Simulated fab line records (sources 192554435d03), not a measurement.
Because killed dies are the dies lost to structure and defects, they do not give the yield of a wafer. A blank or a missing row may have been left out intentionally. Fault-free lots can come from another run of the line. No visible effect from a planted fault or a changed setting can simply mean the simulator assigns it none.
A struck lot beside a sound one ; flow n5Finfet ; 17 steps out of a route of 1938
Sound: the wafers L575.1, L575.3, L575.4. Wafers L565.2, L565.4, L565.6 were the ones struck. The cause comes at the end.
At each step with rows: each side's tool, then ch and its chambers, then its first start. Under that, the readings that differ: sound wafers ; struck wafers ; difference of the means ; sigmas: that difference in standard deviations of wafers without a fault.
alike: readings with means less than 2 such deviations apart, plus words and numbers identical on both sides. not compared: withheld readings, readings lacking a value on some wafer, bounds such as >300 that could conceal the same value, and numbers that have no deviation in the record and whose values overlap.
The two part at a step that has a row with sigmas, a row that says differs or no value, or rows on one side only. Non-overlapping numbers with no deviation appear without sigmas and do not part them. Lack of a reading on every wafer of one side parts them only where that side has two or more wafers.

first, 9 steps without rows for these wafers: N5_FIN_CUT_PEB_06 (peb time 60 s); N5_FIN_CUT_DEVELOP_07 (develop time 30 s); N5_FIN_CUT_DESCUM_13 (chemistry O2, time 7 s); N5_FIN_CUT_ETCH_30 (etches underlayer in N2/H2, target depth 13 nm, time 10.4 s); N5_FIN_CUT_ETCH_20 (etches SiARC in CF4, target depth 26 nm, time 43.3 s); N5_FIN_CUT_ETCH_21 (etches SOC in N2/H2, target depth 219 nm, overetch 43.8 nm, time 523.5 s); N5_FIN_CUT_STRIP_23 (strips in N2/H2); N5_FIN_CUT_STRIP_31 (strips in N2/H2); N5_FIN_CUT_STRIP_24 (strips in CF4).
N5_FIN_CUT_CUT_ETCH_26: etches SiNx in CH3F/O2, target depth 39 nm, time 55.7 s.
  sound on rieDiel-05 ch 1,2,3, day 7 09:51; struck on rieDiel-05 ch 0,1,2, day 4 23:52
  no value came back on the struck wafers for any of 9 readings (CH3F_flow_sccm (sccm), O2_flow_sccm (sccm) and others); on the sound wafers CH3F_flow_sccm (sccm) reads 30.07 29.83 30.07
reading;sound;struck;difference;sigmas
model.SOC_of_FIN_CUT_COAT_18.thkNm (nm);212.2 212.2 211.6;231 230.6 231;+19;
then, 3 steps without rows for these wafers: N5_FIN_CUT_CUT_ETCH_27 (etches SiO2 in CHF3/O2, target depth 4 nm, overetch 2 nm, time 4.9 s); N5_FIN_CUT_PRECLEAN_35 (cleans in vHF, time 13.3 s); N5_FIN_CUT_CUT_ETCH_15 (etches Si in HBr/Cl2/O2, target depth 100 nm, bt time 10 s, time 42.4 s).
N5_FIN_CUT_CUT_ETCH_28: etches Si in HBr/Cl2/O2, target depth 6 nm, time 2.4 s.
  sound on rieSi-04 ch 1,2,3, day 7 10:06; struck on rieSi-06 ch 1,3, day 5 00:23
reading;sound;struck;difference;sigmas
model.SOC_of_FIN_CUT_COAT_18.thkNm (nm);169.4 168.2 170.2;187.4 187.4 187.4;+18.1;
  alike: HBr_flow_sccm, O2_flow_sccm, drypumpMotorCurrentA, mfcCl2Sccm, oesProductAu, throttleValvePct
  not compared: biasW, rfHoursCounterH
then, 1 step without rows for these wafers: N5_FIN_CUT_STRIP_22 (strips in N2/H2).
N5_BEOL_M4_RC_MEAS_101:
  the record has rows for the sound wafers here (prober-02 ch 0, day 13 20:15) and none for the struck ones
-- a jump in the record: the struck wafers' starts before and after are 10 days apart (it breaks off in module BEOL_M4 and resumes in module PASSIVATION, where the first step shown is number 1936 of the route) --
N5_PASSIVATION_PROBE_49:
  record: rows for the struck wafers here (prober-01, day 15 11:58), none for the sound ones

## WHERE THEY PART
Last at N5_PASSIVATION_PROBE_49 as far as this record goes, first at N5_FIN_CUT_CUT_ETCH_26.

WHY: the cause the simulator had injected
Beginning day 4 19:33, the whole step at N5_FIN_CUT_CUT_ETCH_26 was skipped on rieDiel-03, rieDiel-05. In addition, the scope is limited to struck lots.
